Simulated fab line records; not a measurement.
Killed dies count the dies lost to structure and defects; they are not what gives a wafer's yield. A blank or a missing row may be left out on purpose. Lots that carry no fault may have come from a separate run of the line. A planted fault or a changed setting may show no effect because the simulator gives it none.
fab line records -- flow n5Finfet -- part 1 of 2: steps 1 to 22 of 32
record: lots: 5, wafers: 15, lastDay: 17
route steps=1938 shown BEOL_M4@1066
lots that met no fault: taken from a fault-free run of the same line
startH: the number of hours between the record's first day and the start of the first shown wafer of the lot -- waitH: hours elapsed since this lot's preceding step -- " the same as in the row above -- L1.1+2: a single row standing in for several wafers -- - no value, or no start given -- * or withheld: withheld -- < > ~ a bound
route shown NAME@n: NAME is a module with steps in the file, n the number in the route of the first one -- usual: mean/standard deviation taken from wafers without a fault -- same: alike in all rows -- chamber/n: place in a boat -- sites: per-site readings -- _std_site: standard deviation of those values -- _edge_site: inner sites' mean taken away from outer sites' mean -- radiusMm: for every site, how far away it sits from the centre of the wafer -- mask NAME#n: copy n -- behind: tool/chamber where the wafer was last shaped -- hold: what put the lot on hold/how long, in hours/how the hold closed -- device: names the non-switching transistor (n, p or np) -- end of line: the same wafers' tests at the end of the route -- a step with no rows: only its recipe -- killed: dies lost to structure and defects at the first sort, not the wafer's yield -- map: dies across one wafer; x = killed, . = not, _ = none there
set.NAME: the setting as run; set.NAME@STEP: as run at that earlier step -- model.NAME: the simulator's own value behind a step, which no gauge read
lots seen at some steps along the route; tables by step, rows by wafer
services: from which hour (startH, from the record's first day; less than 0 if before it) a tool's chamber was out of use, for how many hours, and why
== steps ==
step: N5_BEOL_M4_STRIP_78
recipe: chemistry: N2/H2, tempC: 40, n2FlowSccm: 200, h2FlowSccm: 200, rfFrequencyHz: 6e+07
lot.wafer,tool,chamber,startH,waitH
L081.1+2+5,rieDiel-04,"3,1,0",206.10,0.0
L083.1+3+6,rieDiel-05,"0,2,1",210.05,0.0
L085.1+5+6,rieDiel-03,"1,0,1",241.02,0.0
L093.3+4+6,rieDiel-03,"2,1,0",272.30,0.0
L095.2+4+6,rieDiel-05,"2,0,2",302.84,0.0
step: N5_BEOL_M4_VIA_ETCH_34
recipe: chemistry: C4F6/O2, targetDepthA: 694, maskMaterial: SOC, pressureMtorr: 15, ionEnergyEv: 250, taperDeg: 4, timeS: 65.9, sourceW: 350, biasW: 170, Ar_flow_sccm: 300, C4F6_flow_sccm: 10, O2_flow_sccm: 10
usual: C4F6_flow_sccm: 10.00/0.032, drypumpMotorCurrentA: 5.9/0.41, oesProductAu: 0.83/0.094, rfVppV: 666/7.9, showerheadPlenumPTorr: 2.85/0.08, throttleValvePct: 30.75/0.24
lot.wafer,tool,chamber,startH,waitH,C4F6_flow_sccm,drypumpMotorCurrentA,oesProductAu,rfHoursCounterH,rfVppV,showerheadPlenumPTorr,throttleValvePct
L081.1,rieDiel-04,3,206.11,0.0,9.95,6.3,0.98,1,666,3.03,30.87
L081.2,rieDiel-04,1,206.11,0.0,10.03,6.1,0.69,202,662,2.82,30.71
L081.5,rieDiel-04,0,206.11,0.0,10.02,5.4,0.98,-,675,2.91,30.58
L083.1,rieDiel-05,0,210.06,0.0,9.98,6.0,0.83,85,670,2.76,30.61
L083.3,rieDiel-05,2,210.06,0.0,10.02,6.3,0.79,95,654,2.76,30.54
L083.6,rieDiel-05,1,210.06,0.0,9.98,6.2,0.93,-,670,2.80,30.83
L085.1,rieDiel-03,1,241.03,0.0,10.01,6.5,0.88,32,669,2.78,31.00
L085.5,rieDiel-03,0,241.03,0.0,9.98,5.7,0.82,-,660,2.86,31.06
L085.6,rieDiel-03,1,241.03,0.0,10.00,6.5,0.88,-,668,2.78,31.00
L093.3,rieDiel-03,2,272.31,0.0,10.04,5.5,0.97,2,678,2.91,31.17
L093.4,rieDiel-03,1,272.31,0.0,9.97,6.5,0.85,47,668,2.77,31.02
L093.6,rieDiel-03,0,272.31,0.0,9.95,5.7,0.81,-,659,2.85,31.07
L095.2,rieDiel-05,2,302.85,0.0,9.98,6.3,0.75,127,654,2.75,30.56
L095.4,rieDiel-05,0,302.85,0.0,10.02,6.0,0.79,-,670,2.75,30.66
L095.6,rieDiel-05,2,302.85,0.0,9.98,6.3,0.76,-,654,2.74,30.57
step: N5_BEOL_M4_STRIP_83
recipe: chemistry: C4F6/O2, resist: SiARC, rfFrequencyHz: 6e+07
lot.wafer,tool,chamber,startH,waitH
L081.1+2+5,rieDiel-04,"3,1,0",206.16,0.0
L083.1+3+6,rieDiel-05,"0,2,1",210.11,0.0
L085.1+5+6,rieDiel-03,"1,0,1",241.08,0.0
L093.3+4+6,rieDiel-03,"2,1,0",272.36,0.0
L095.2+4+6,rieDiel-05,"2,0,2",302.90,0.0
step: N5_BEOL_M4_STRIP_36
recipe: chemistry: N2/H2, powerW: 450, tempC: 40, pressureMtorr: 20, rfFrequencyHz: 6e+07, overashFraction: 0.3, biasPowerW: 7, h2Frac: 0.5, n2FlowSccm: 200, h2FlowSccm: 200
usual: drypumpMotorCurrentA: 5.9/0.41, oesProductAu: 0.83/0.093, rfVppV: 59.2/1.4, showerheadPlenumPTorr: 2.54/0.076, throttleValvePct: 23.64/0.28
lot.wafer,tool,chamber,startH,waitH,drypumpMotorCurrentA,oesProductAu,rfHoursCounterH,rfVppV,showerheadPlenumPTorr,throttleValvePct
L081.1,rieDiel-04,3,206.17,0.0,6.4,0.96,1,59.8,2.71,23.66
L081.2,rieDiel-04,1,206.17,0.0,6.0,0.69,202,57.7,2.53,23.72
L081.5,rieDiel-04,0,206.17,0.0,5.4,0.96,-,57.5,2.61,23.43
L083.1,rieDiel-05,0,210.12,0.0,6.0,0.82,85,57.7,2.46,23.70
L083.3,rieDiel-05,2,210.12,0.0,6.3,0.79,95,59.1,2.46,23.43
L083.6,rieDiel-05,1,210.12,0.0,6.2,0.95,-,62.9,2.49,23.60
L085.1,rieDiel-03,1,241.09,0.0,6.5,0.89,32,59.0,2.49,23.83
L085.5,rieDiel-03,0,241.09,0.0,5.8,0.85,-,59.3,2.56,24.06
L085.6,rieDiel-03,1,241.09,0.0,6.5,0.88,-,57.9,2.49,23.82
L093.3,rieDiel-03,2,272.37,0.0,5.5,0.99,2,56.9,2.60,24.00
L093.4,rieDiel-03,1,272.37,0.0,6.5,0.86,47,60.5,2.48,23.86
L093.6,rieDiel-03,0,272.37,0.0,5.7,0.80,-,60.0,2.56,24.04
L095.2,rieDiel-05,2,302.91,0.0,6.3,0.77,127,60.9,2.45,23.50
L095.4,rieDiel-05,0,302.91,0.0,6.0,0.79,-,57.5,2.45,23.70
L095.6,rieDiel-05,2,302.91,0.0,6.3,0.76,-,60.5,2.45,23.47
step: N5_BEOL_M4_TRENCH_ETCH_37
recipe: chemistry: C4F6/O2, targetDepthA: 555.55, target: SiOC, timeS: 29.2, ionEnergyEv: 250, pressureMtorr: 30, sourceW: 355, biasW: 185, Ar_flow_sccm: 300, C4F6_flow_sccm: 10, O2_flow_sccm: 10
usual: C4F6_flow_sccm: 10.00/0.03, drypumpMotorCurrentA: 5.9/0.41, oesProductAu: 0.83/0.095, rfVppV: 666/8.2, showerheadPlenumPTorr: 2.85/0.08, throttleValvePct: 20.83/0.24
lot.wafer,tool,chamber,startH,waitH,C4F6_flow_sccm,drypumpMotorCurrentA,oesProductAu,rfHoursCounterH,rfVppV,showerheadPlenumPTorr,throttleValvePct
L081.1,rieDiel-04,3,-,-,9.93,6.4,0.99,1,665,3.03,20.91
L081.2,rieDiel-04,1,-,-,10.02,6.0,0.70,202,663,2.82,20.83
L081.5,rieDiel-04,0,-,-,10.02,5.4,0.98,-,675,2.92,20.56
L083.1,rieDiel-05,0,-,-,10.04,6.1,0.82,85,667,2.77,20.62
L083.3,rieDiel-05,2,-,-,9.97,6.3,0.79,95,656,2.76,20.65
L083.6,rieDiel-05,1,-,-,10.00,6.2,0.93,-,671,2.80,20.88
L085.1,rieDiel-03,1,-,-,10.00,6.5,0.88,32,669,2.78,21.03
L085.5,rieDiel-03,0,-,-,10.02,5.8,0.82,-,658,2.87,21.07
L085.6,rieDiel-03,1,-,-,10.00,6.5,0.88,-,669,2.78,21.04
L093.3,rieDiel-03,2,-,-,9.97,5.5,0.98,2,678,2.91,21.10
L093.4,rieDiel-03,1,-,-,10.00,6.5,0.85,47,668,2.78,21.08
L093.6,rieDiel-03,0,-,-,9.96,5.8,0.81,-,660,2.86,21.10
L095.2,rieDiel-05,2,-,-,9.96,6.3,0.76,127,653,2.75,20.70
L095.4,rieDiel-05,0,-,-,10.02,6.0,0.79,-,668,2.76,20.66
L095.6,rieDiel-05,2,-,-,9.97,6.3,0.77,-,653,2.75,20.69
step: N5_BEOL_M4_ETCH_41
recipe: chemistry: CH3F/O2, target: SiCN, targetDepthA: 299, taperDeg: 2, timeS: 52.5, ionEnergyEv: 120, maskMaterial: TiN, pressureMtorr: 30, sourceW: 395, biasW: 75, Ar_flow_sccm: 150, CH3F_flow_sccm: 30, O2_flow_sccm: 20
usual: drypumpMotorCurrentA: 5.9/0.41, oesProductAu: 0.83/0.095, rfVppV: 297.4/1.4, showerheadPlenumPTorr: 2.00/0.059, throttleValvePct: 16.27/0.25
lot.wafer,tool,chamber,startH,waitH,drypumpMotorCurrentA,oesProductAu,rfHoursCounterH,rfVppV,showerheadPlenumPTorr,throttleValvePct
L081.1,rieDiel-04,3,-,-,6.4,0.97,1,300.7,2.14,16.29
L081.2,rieDiel-04,1,-,-,6.0,0.69,202,297.3,1.98,16.34
L081.5,rieDiel-04,0,-,-,5.4,0.97,-,298.4,2.05,15.96
L083.1,rieDiel-05,0,-,-,6.1,0.82,85,296.4,1.94,16.05
L083.3,rieDiel-05,2,-,-,6.3,0.79,95,295.4,1.94,16.09
L083.6,rieDiel-05,1,-,-,6.2,0.94,-,298.6,1.97,16.28
L085.1,rieDiel-03,1,-,-,6.5,0.88,32,296.5,1.95,16.44
L085.5,rieDiel-03,0,-,-,5.7,0.83,-,298.0,2.01,16.50
L085.6,rieDiel-03,1,-,-,6.5,0.89,-,294.9,1.95,16.43
L093.3,rieDiel-03,2,-,-,5.4,0.98,2,297.3,2.05,16.45
L093.4,rieDiel-03,1,-,-,6.5,0.85,47,296.3,1.95,16.47
L093.6,rieDiel-03,0,-,-,5.7,0.81,-,298.4,2.01,16.53
L095.2,rieDiel-05,2,-,-,6.3,0.77,127,295.9,1.93,16.15
L095.4,rieDiel-05,0,-,-,6.0,0.79,-,296.1,1.93,16.11
L095.6,rieDiel-05,2,-,-,6.3,0.76,-,296.3,1.93,16.15
step: N5_BEOL_M4_STRIP_97
recipe: chemistry: N2/H2, timeS: 10, powerW: 450, tempC: 40, pressureMtorr: 20, rfFrequencyHz: 6e+07, biasPowerW: 7, n2FlowSccm: 200, h2FlowSccm: 200
usual: drypumpMotorCurrentA: 5.9/0.41, oesProductAu: 0.83/0.093, rfVppV: 59.3/0.84, showerheadPlenumPTorr: 2.54/0.076, throttleValvePct: 23.64/0.28
lot.wafer,tool,chamber,startH,waitH,drypumpMotorCurrentA,oesProductAu,rfHoursCounterH,rfVppV,showerheadPlenumPTorr,throttleValvePct
L081.1,rieDiel-04,3,-,-,6.3,0.98,1,60.6,2.71,23.64
L081.2,rieDiel-04,1,-,-,6.0,0.69,202,59.2,2.53,23.69
L081.5,rieDiel-04,0,-,-,5.4,0.97,-,58.9,2.61,23.42
L083.1,rieDiel-05,0,-,-,6.1,0.83,85,58.7,2.46,23.65
L083.3,rieDiel-05,2,-,-,6.3,0.79,95,56.6,2.46,23.45
L083.6,rieDiel-05,1,-,-,6.2,0.93,-,59.6,2.49,23.61
L085.1,rieDiel-03,1,-,-,6.5,0.88,32,58.9,2.49,23.83
L085.5,rieDiel-03,0,-,-,5.7,0.82,-,58.4,2.56,24.05
L085.6,rieDiel-03,1,-,-,6.5,0.88,-,59.4,2.49,23.82
L093.3,rieDiel-03,2,-,-,5.5,0.97,2,59.7,2.60,24.03
L093.4,rieDiel-03,1,-,-,6.5,0.86,47,58.6,2.48,23.83
L093.6,rieDiel-03,0,-,-,5.8,0.80,-,59.2,2.56,24.07
L095.2,rieDiel-05,2,-,-,6.4,0.75,127,58.8,2.45,23.48
L095.4,rieDiel-05,0,-,-,6.1,0.80,-,59.4,2.45,23.68
L095.6,rieDiel-05,2,-,-,6.3,0.75,-,59.3,2.45,23.49
step: N5_BEOL_M4_OCD_MEAS_38
usual: trenchDepthNm: 55.6/0.78
lot.wafer,tool,chamber,startH,waitH,trenchDepthNm
L081.1,ocd-01,-,206.36,-,56.9
L081.2,ocd-01,-,206.36,-,55.8
L081.5,ocd-01,-,206.36,-,57.3
L083.1,ocd-01,-,210.31,-,55.3
L083.3,ocd-01,-,210.31,-,54.9
L083.6,ocd-01,-,210.31,-,55.9
L085.1,ocd-02,-,241.29,-,55.9
L085.5,ocd-02,-,241.29,-,55.9
L085.6,ocd-02,-,241.29,-,56.3
L093.3,ocd-01,-,272.57,-,56.4
L093.4,ocd-01,-,272.57,-,55.6
L093.6,ocd-01,-,272.57,-,56.4
L095.2,ocd-02,-,303.11,-,55.7
L095.4,ocd-02,-,303.11,-,56.0
L095.6,ocd-02,-,303.11,-,56.0
step: N5_BEOL_M4_HM_STRIP_39
recipe: chemistry: peroxideTinStrip, material: TiN, targetDepthA: 250, tempC: 50, timeS: 158
lot.wafer,tool,chamber,startH,waitH
L081.1+2+5,wetBench-02,"4,0,2",206.39,0.0
L083.1+3+6,wetBench-02,"6,0,1",210.35,0.0
L085.1+5+6,wetBench-02,"4,2,1",241.32,0.0
L093.3+4+6,wetBench-03,"0,4,6",272.60,0.0
L095.2+4+6,wetBench-03,"6,5,4",303.15,0.0
step: N5_BEOL_M4_SRD_40
recipe: timeS: 30, tempC: 23, rinseLiquid: diw, dry: ipaMarangoni
usual: doSupplyPpb: 10.00/0.099
lot.wafer,tool,chamber,startH,waitH,doSupplyPpb
L081.1,wetBench-02,4,206.44,0.0,9.99
L081.2,wetBench-02,0,206.44,0.0,10.04
L081.5,wetBench-02,2,206.44,0.0,10.07
L083.1,wetBench-02,6,210.40,0.0,10.07
L083.3,wetBench-02,0,210.40,0.0,9.90
L083.6,wetBench-02,1,210.40,0.0,9.77
L085.1,wetBench-02,4,241.37,0.0,9.88
L085.5,wetBench-02,2,241.37,0.0,10.13
L085.6,wetBench-02,1,241.37,0.0,9.98
L093.3,wetBench-03,0,272.65,0.0,9.93
L093.4,wetBench-03,4,272.65,0.0,10.03
L093.6,wetBench-03,6,272.65,0.0,10.22
L095.2,wetBench-03,6,303.20,0.0,9.94
L095.4,wetBench-03,5,303.20,0.0,9.86
L095.6,wetBench-03,4,303.20,0.0,10.10
step: N5_BEOL_M4_PRECLEAN_42
recipe: chemistry: residueRemover, timeS: 60, tempC: 40
lot.wafer,tool,chamber,startH,waitH
L081.1+2+5,wetBench-02,"4,0,2",206.46,0.0
L083.1+3+6,wetBench-02,"6,0,1",210.42,0.0
L085.1+5+6,wetBench-02,"4,2,1",241.38,0.0
L093.3+4+6,wetBench-03,"0,4,6",272.67,0.0
L095.2+4+6,wetBench-03,"6,5,4",303.21,0.0
step: N5_BEOL_M4_SRD_43
recipe: timeS: 30, tempC: 23, rinseLiquid: diw, dry: ipaMarangoni
usual: doSupplyPpb: 10.00/0.095
lot.wafer,tool,chamber,startH,waitH,doSupplyPpb
L081.1,wetBench-02,4,206.47,0.0,10.06
L081.2,wetBench-02,0,206.47,0.0,10.04
L081.5,wetBench-02,2,206.47,0.0,10.04
L083.1,wetBench-02,6,210.43,0.0,10.07
L083.3,wetBench-02,0,210.43,0.0,10.10
L083.6,wetBench-02,1,210.43,0.0,10.11
L085.1,wetBench-02,4,241.40,0.0,9.86
L085.5,wetBench-02,2,241.40,0.0,10.04
L085.6,wetBench-02,1,241.40,0.0,9.77
L093.3,wetBench-03,0,272.69,0.0,10.09
L093.4,wetBench-03,4,272.69,0.0,10.00
L093.6,wetBench-03,6,272.69,0.0,10.06
L095.2,wetBench-03,6,303.23,0.0,10.07
L095.4,wetBench-03,5,303.23,0.0,10.08
L095.6,wetBench-03,4,303.23,0.0,9.93
step: N5_BEOL_M4_CD_MEAS_35
recipe: targetCdNm: 18, targetCdYNm: 22.4, polarity: opening
usual: cdNm: 18.0/0.31
lot.wafer,tool,chamber,startH,waitH,cdNm
L081.1,cdSem-03,-,206.51,0.0,17.7
L081.2,cdSem-03,-,206.51,0.0,17.7
L081.5,cdSem-03,-,206.51,0.0,18.0
L083.1,cdSem-01,-,210.48,0.0,18.2
L083.3,cdSem-01,-,210.48,0.0,18.0
L083.6,cdSem-01,-,210.48,0.0,18.2
L085.1,cdSem-01,-,241.44,0.0,17.7
L085.5,cdSem-01,-,241.44,0.0,18.4
L085.6,cdSem-01,-,241.44,0.0,18.2
L093.3,cdSem-02,-,272.73,0.0,17.9
L093.4,cdSem-02,-,272.73,0.0,17.4
L093.6,cdSem-02,-,272.73,0.0,18.0
L095.2,cdSem-03,-,303.27,0.0,18.4
L095.4,cdSem-03,-,303.27,0.0,18.1
L095.6,cdSem-03,-,303.27,0.0,17.7
step: N5_BEOL_M4_DEGAS_44
recipe: ambient: vacuum, tempC: 250, timeS: 60
usual: heaterPowerW: 328/31
lot.wafer,tool,chamber,startH,waitH,heaterPowerW
L081.1,pvdSputter-03,-,206.63,0.1,297
L081.2,pvdSputter-03,-,206.63,0.1,385
L081.5,pvdSputter-03,-,206.63,0.1,332
L083.1,pvdSputter-02,-,212.32,1.8,294
L083.3,pvdSputter-02,-,212.32,1.8,312
L083.6,pvdSputter-02,-,212.32,1.8,288
L085.1,pvdSputter-01,-,241.80,0.4,315
L085.5,pvdSputter-01,-,241.80,0.4,333
L085.6,pvdSputter-01,-,241.80,0.4,293
L093.3,pvdSputter-03,-,272.77,0.0,399
L093.4,pvdSputter-03,-,272.77,0.0,296
L093.6,pvdSputter-03,-,272.77,0.0,345
L095.2,pvdSputter-03,-,303.60,0.3,388
L095.4,pvdSputter-03,-,303.60,0.3,395
L095.6,pvdSputter-03,-,303.60,0.3,295
step: N5_BEOL_M4_PRE_CLEAN_45
recipe: gas: H2/He, timeS: 30, tempC: 250
usual: heaterPowerW: 328/31
lot.wafer,tool,chamber,startH,waitH,heaterPowerW
L081.1,pvdSputter-03,-,206.67,0.0,297
L081.2,pvdSputter-03,-,206.67,0.0,399
L081.5,pvdSputter-03,-,206.67,0.0,340
L083.1,pvdSputter-02,-,212.36,0.0,292
L083.3,pvdSputter-02,-,212.36,0.0,302
L083.6,pvdSputter-02,-,212.36,0.0,294
L085.1,pvdSputter-01,-,241.84,0.0,317
L085.5,pvdSputter-01,-,241.84,0.0,337
L085.6,pvdSputter-01,-,241.84,0.0,296
L093.3,pvdSputter-03,-,272.81,0.0,388
L093.4,pvdSputter-03,-,272.81,0.0,297
L093.6,pvdSputter-03,-,272.81,0.0,347
L095.2,pvdSputter-03,-,303.64,0.0,390
L095.4,pvdSputter-03,-,303.64,0.0,394
L095.6,pvdSputter-03,-,303.64,0.0,295
step: N5_BEOL_M4_ALD_84
recipe: material: TaN, targetThkA: *, tempC: 275, aldPrecursorFamily: PDMAT, aldCoReactant: NH3, pressureTorr: 3, carrierFlowSccm: 1500, pulseTimeS: 2, purgeTimeS: 3, coReactantPurgeTimeS: 2, coReactantPulseTimeS: 3, aldCycles: 30, precursorVesselTempC: 75, precursorVesselPressureTorr: 26.25, precursorVesselCarrierSccm: 1000
usual: heaterPowerW: 423/38
lot.wafer,tool,chamber,startH,waitH,heaterPowerW,sinceWetCleanH
L081.1,aldMetal-01,2,206.73,0.0,441,2947
L081.2,aldMetal-01,3,206.73,0.0,468,2947
L081.5,aldMetal-01,0,206.73,0.0,427,-
L083.1,aldMetal-04,3,212.42,0.0,382,4491
L083.3,aldMetal-04,1,212.42,0.0,439,4491
L083.6,aldMetal-04,0,212.42,0.0,428,-
L085.1,aldMetal-03,3,241.91,0.0,400,6059
L085.5,aldMetal-03,1,241.91,0.0,490,-
L085.6,aldMetal-03,2,241.91,0.0,391,-
L093.3,aldMetal-03,3,272.87,0.0,401,6090
L093.4,aldMetal-03,0,272.87,0.0,406,6090
L093.6,aldMetal-03,3,272.87,0.0,396,-
L095.2,aldMetal-03,2,303.75,0.1,387,6121
L095.4,aldMetal-03,3,303.75,0.1,399,6121
L095.6,aldMetal-03,0,303.75,0.1,384,-
step: N5_BEOL_M4_SURFACE_TREAT_85
recipe: gas: Ar, timeS: *, ionEnergyEv: *, ionCurrentMaCm2: 0.5, pressureMtorr: *, arFlowSccm: 30
usual: throttleValvePct: *
lot.wafer,tool,chamber,startH,waitH,throttleValvePct
L081.1,pvdSputter-03,-,207.07,0.2,*
L081.2,pvdSputter-03,-,207.07,0.2,*
L081.5,pvdSputter-03,-,207.07,0.2,*
L083.1,pvdSputter-02,-,212.66,0.1,*
L083.3,pvdSputter-02,-,212.66,0.1,*
L083.6,pvdSputter-02,-,212.66,0.1,*
L085.1,pvdSputter-01,-,242.14,0.1,*
L085.5,pvdSputter-01,-,242.14,0.1,*
L085.6,pvdSputter-01,-,242.14,0.1,*
L093.3,pvdSputter-02,-,273.15,0.2,*
L093.4,pvdSputter-02,-,273.15,0.2,*
L093.6,pvdSputter-02,-,273.15,0.2,*
L095.2,pvdSputter-01,-,304.00,0.2,*
L095.4,pvdSputter-01,-,304.00,0.2,*
L095.6,pvdSputter-01,-,304.00,0.2,*
step: N5_BEOL_M4_CVD_47
recipe: material: Co, targetThkA: 30, tempC: withheld, precursor: CCTBA/H2, pressureTorr: 30, timeS: 223.8
lot.wafer,tool,chamber,startH,waitH,sinceWetCleanH
L081.1,cvdCo-01,2,207.14,0.0,289
L081.2,cvdCo-01,1,207.14,0.0,1186
L081.5,cvdCo-01,0,207.14,0.0,-
L083.1,cvdCo-02,1,212.72,0.0,76
L083.3,cvdCo-02,0,212.72,0.0,973
L083.6,cvdCo-02,1,212.72,0.0,-
L085.1,cvdCo-02,1,242.38,0.2,106
L085.5,cvdCo-02,1,242.38,0.2,-
L085.6,cvdCo-02,0,242.38,0.2,-
L093.3,cvdCo-01,1,273.44,0.3,1252
L093.4,cvdCo-01,0,273.44,0.3,-
L093.6,cvdCo-01,1,273.44,0.3,-
L095.2,cvdCo-01,1,304.16,0.1,1283
L095.4,cvdCo-01,1,304.16,0.1,-
L095.6,cvdCo-01,2,304.16,0.1,-
step: N5_BEOL_M4_SPUTTER_48
recipe: material: Cu, targetThkA: 45, tempC: -20, chamberPressurePa: 0.07, powerW: withheld, timeS: 8.29
usual: throttleValvePct: 29.7/1.1
lot.wafer,tool,chamber,startH,waitH,throttleValvePct
L081.1,pvdSputter-02,-,207.32,0.1,27.7
L081.2,pvdSputter-02,-,207.32,0.1,29.9
L081.5,pvdSputter-02,-,207.32,0.1,27.4
L083.1,pvdSputter-02,-,213.06,0.3,29.6
L083.3,pvdSputter-02,-,213.06,0.3,30.1
L083.6,pvdSputter-02,-,213.06,0.3,29.9
L085.1,pvdSputter-03,-,243.78,1.3,29.4
L085.5,pvdSputter-03,-,243.78,1.3,29.0
L085.6,pvdSputter-03,-,243.78,1.3,30.9
L093.3,pvdSputter-01,-,274.81,1.3,27.6
L093.4,pvdSputter-01,-,274.81,1.3,30.5
L093.6,pvdSputter-01,-,274.81,1.3,30.6
L095.2,pvdSputter-02,-,304.52,0.3,27.3
L095.4,pvdSputter-02,-,304.52,0.3,29.8
L095.6,pvdSputter-02,-,304.52,0.3,29.7
step: N5_BEOL_M4_ANNEAL_49
recipe: tempC: 400, timeS: 240, ambient: vacuum
usual: heaterPowerW: 824/83
lot.wafer,tool,chamber,startH,waitH,heaterPowerW
L081.1,pvdSputter-02,-,207.40,0.0,916
L081.2,pvdSputter-02,-,207.40,0.0,735
L081.5,pvdSputter-02,-,207.40,0.0,909
L083.1,pvdSputter-02,-,213.14,0.0,758
L083.3,pvdSputter-02,-,213.14,0.0,757
L083.6,pvdSputter-02,-,213.14,0.0,752
L085.1,pvdSputter-03,-,243.86,0.0,730
L085.5,pvdSputter-03,-,243.86,0.0,858
L085.6,pvdSputter-03,-,243.86,0.0,1016
L093.3,pvdSputter-01,-,274.89,0.0,809
L093.4,pvdSputter-01,-,274.89,0.0,724
L093.6,pvdSputter-01,-,274.89,0.0,733
L095.2,pvdSputter-02,-,304.60,0.0,927
L095.4,pvdSputter-02,-,304.60,0.0,751
L095.6,pvdSputter-02,-,304.60,0.0,748
step: N5_BEOL_M4_SPUTTER_79
recipe: material: Cu, targetThkA: 45, tempC: -20, chamberPressurePa: 0.07, powerW: withheld, timeS: 8.29
usual: throttleValvePct: 29.7/1.2
lot.wafer,tool,chamber,startH,waitH,throttleValvePct
L081.1,pvdSputter-02,-,207.54,0.1,27.3
L081.2,pvdSputter-02,-,207.54,0.1,29.8
L081.5,pvdSputter-02,-,207.54,0.1,27.4
L083.1,pvdSputter-02,-,213.28,0.1,29.7
L083.3,pvdSputter-02,-,213.28,0.1,29.9
L083.6,pvdSputter-02,-,213.28,0.1,29.5
L085.1,pvdSputter-03,-,244.00,0.1,29.0
L085.5,pvdSputter-03,-,244.00,0.1,28.9
L085.6,pvdSputter-03,-,244.00,0.1,31.1
L093.3,pvdSputter-01,-,275.03,0.1,27.5
L093.4,pvdSputter-01,-,275.03,0.1,30.7
L093.6,pvdSputter-01,-,275.03,0.1,30.9
L095.2,pvdSputter-02,-,304.74,0.1,27.6
L095.4,pvdSputter-02,-,304.74,0.1,29.7
L095.6,pvdSputter-02,-,304.74,0.1,29.9
step: N5_BEOL_M4_ANNEAL_80
recipe: tempC: 400, timeS: 240, ambient: vacuum
usual: heaterPowerW: 823/85
lot.wafer,tool,chamber,startH,waitH,heaterPowerW
L081.1,pvdSputter-02,-,207.62,0.0,910
L081.2,pvdSputter-02,-,207.62,0.0,707
L081.5,pvdSputter-02,-,207.62,0.0,891
L083.1,pvdSputter-02,-,213.36,0.0,771
L083.3,pvdSputter-02,-,213.36,0.0,727
L083.6,pvdSputter-02,-,213.36,0.0,761
L085.1,pvdSputter-03,-,244.08,0.0,746
L085.5,pvdSputter-03,-,244.08,0.0,855
L085.6,pvdSputter-03,-,244.08,0.0,1008
L093.3,pvdSputter-01,-,275.11,0.0,838
L093.4,pvdSputter-01,-,275.11,0.0,754
L093.6,pvdSputter-01,-,275.11,0.0,740
L095.2,pvdSputter-02,-,304.82,0.0,922
L095.4,pvdSputter-02,-,304.82,0.0,748
L095.6,pvdSputter-02,-,304.82,0.0,757
